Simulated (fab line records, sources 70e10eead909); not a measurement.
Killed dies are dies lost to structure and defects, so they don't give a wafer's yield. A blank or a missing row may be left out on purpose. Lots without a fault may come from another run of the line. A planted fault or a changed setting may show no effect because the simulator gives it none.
Which tool did it? | flow nand_harc | 14 lots, 42 wafers sampled, at 1 step of a route of 1302

WHAT THE GAUGES READ, wafer by wafer
NHARC_P_ZERO_WELL_CD_MEAS_11: target cd 500 nm.
lot  | measured     | on        | cd_nm (nm)
L425 | day 2 07:18  | cd_sem-02 | 501.5 499.4 499.9
L428 | day 3 13:07  | cd_sem-01 | 498.9 499.4 498.1
L429 | day 3 23:14  | cd_sem-02 | 499.4 499.9 501.6
L430 | day 4 09:07  | cd_sem-03 | 497.8 498.9 496.9
L431 | day 4 19:07  | cd_sem-02 | 497.6 498.6 498.8
L435 | day 6 11:08  | cd_sem-03 | 499.3 498.5 500.4
L436 | day 6 21:14  | cd_sem-02 | 499.1 499.8 499.8
L437 | day 7 07:14  | cd_sem-03 | 498.3 498.5 498.2
L441 | day 8 23:26  | cd_sem-01 | 500.8 501.4 502.1
L443 | day 9 19:16  | cd_sem-02 | 500.2 499.1 498.8
L444 | day 10 05:14 | cd_sem-02 | 501.2 499.6 499.9
L445 | day 10 15:15 | cd_sem-03 | 500.3 499.8 499.1
L446 | day 11 01:14 | cd_sem-01 | 501.4 501.1 500.2
L447 | day 11 11:14 | cd_sem-01 | 500.8 500.1 498.3

WHICH TOOL RAN EACH LOT (tool, then ch and the chambers of the sampled wafers, then the start)
The record holds no process step before these readings.

WHAT THE TOOLS THEMSELVES READ (means of the sampled wafers that have a number; where no wafer has one, the mark that the record gives instead)
The record holds no such reading with a usual standard deviation.

THE ANSWER, worked out from the rows above alone
Rule: what is usual is taken from the lots themselves. Put in order of their means at a reading, lots are off if they are a third of the lots or fewer, leave a main group of 4 or more, and stand apart from it by a gap of 3 or more times the standard deviation of the main group's means; of several such gaps the widest counts. A main group whose means are all the same, to the digits that the tables above print for the reading, isn't used. A lot without any number at a reading at which 4 lots or more have one is off too. The other lots that the step has rows for count as sound. The gauges are gone through in route order, then the tools' own readings, and for those a lot's mean is taken as printed above. The first step at which some lot is off is used, and at that step the reading that is off furthest; a lot without a number counts as furthest.
No lot is off at any reading shown: from this, nothing can be told.

WHAT THE SIMULATOR HAD PUT IN
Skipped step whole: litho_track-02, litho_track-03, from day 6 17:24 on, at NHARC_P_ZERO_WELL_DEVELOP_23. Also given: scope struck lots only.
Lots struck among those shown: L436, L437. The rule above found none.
